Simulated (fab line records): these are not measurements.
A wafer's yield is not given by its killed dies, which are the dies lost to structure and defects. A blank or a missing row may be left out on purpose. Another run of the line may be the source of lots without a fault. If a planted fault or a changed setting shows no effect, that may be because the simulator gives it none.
A struck lot beside a sound one	flow nand-harc	14 out of 1302 route steps
Sound: the wafers L297.1, L297.2, L297.5. The struck wafers were L300.3, L300.5, L300.6. Last of all comes the cause.
Order at every step that has rows: each side's tool, ch and its chambers, its first start. Under that, the readings that differ: sound wafers	struck wafers	difference of the means	sigmas: that difference in standard deviations of wafers without a fault.
alike: words and numbers the same on both sides, and readings whose means are apart by under 2 such deviations; not compared: readings that were withheld, readings missing a value for some wafer, numbers with overlapping values and no deviation given by the record, and bounds like >300 which may hide the same value.
Wherever a step has rows on one side only, a row that says differs or no value, or a row with sigmas, the two part there. When numbers do not overlap yet have no deviation, they are printed without sigmas and do not part them. A reading that every wafer of one side lacks parts them only if that side has two wafers or more.

first, 9 steps without rows for these wafers: NHARC_A_STAIRCASE_DEHYDRATE_176 (time 120 s); NHARC_A_STAIRCASE_HMDS_177 (time 30 s); NHARC_A_STAIRCASE_COAT_178; NHARC_A_STAIRCASE_SOFTBAKE_179 (time 170 s); NHARC_A_STAIRCASE_EBR_180; NHARC_A_STAIRCASE_EXPOSE_181 (exposes mask STAIR 2); NHARC_A_STAIRCASE_PEB_182 (peb time 130 s); NHARC_A_STAIRCASE_DEVELOP_183 (time 140 s); NHARC_A_STAIRCASE_HARDBAKE_185 (time 140 s).
NHARC_A_STAIRCASE_DESCUM_186: chemistry O2, time 3 s.
  sound on rie-diel-01 ch 0,1,2, day 20 03:23; struck on rie-diel-01 ch 1,2, day 20 21:41
  alike: drypump-motor-current-A, mfc-ar-sccm, oes-product-au, rf-vpp-V, showerhead-plenum-p-Torr, throttle-valve-pct
  not compared: rf-hours-counter-h
NHARC_A_STAIRCASE_TRIM_187: chemistry O2, time 211.2 s.
  sound on rie-diel-01 ch 0,2,3, day 20 03:34; struck on rie-diel-01 ch 0,1, day 20 21:47
  alike: drypump-motor-current-A, mfc-ar-sccm, oes-product-au, rf-vpp-V, showerhead-plenum-p-Torr, throttle-valve-pct
  not compared: rf-hours-counter-h
NHARC_A_STAIRCASE_ETCH_188: etches the open film in C4F8/O2, target depth 100 nm, time 40.5 s.
  sound on rie-diel-01 ch 1,2,3, day 20 03:49; struck on rie-diel-01 ch 2,3, day 20 21:55
reading	sound	struck	difference	sigmas
oes-product-au (a.u.)	0.932 0.928 0.930	1.196 1.195 1.192	+0.264	+19
rf-fwd-power-W (W)	587 592 593	832 833 834	+242	+81
  alike: rf-vpp-V
  not compared: rf-hours-counter-h
NHARC_A_STAIRCASE_TRIM_189: chemistry O2, time 211.2 s.
  sound: rie-diel-01 ch 1,2; struck: rie-diel-01 ch 0,1,2
  alike: drypump-motor-current-A, mfc-ar-sccm, oes-product-au, rf-vpp-V, showerhead-plenum-p-Torr, throttle-valve-pct
  not compared: rf-hours-counter-h
-- break in the record here, with 9 days between the starts of the struck wafers on either side (left off in module A_STAIRCASE, picked up again in module END, where the first step shown is number 1302 on the route) --
NHARC_END_SORT_01:
  the record has rows for the struck wafers here (prober-02 ch 0, day 29 17:02) and none for the sound ones

## WHERE THEY PART
First at NHARC_A_STAIRCASE_ETCH_188; last, within this record, at NHARC_END_SORT_01.

WHY: what the simulator had put in
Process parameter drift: rie-diel-01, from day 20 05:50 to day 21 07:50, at NHARC_A_STAIRCASE_ETCH_188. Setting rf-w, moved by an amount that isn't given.
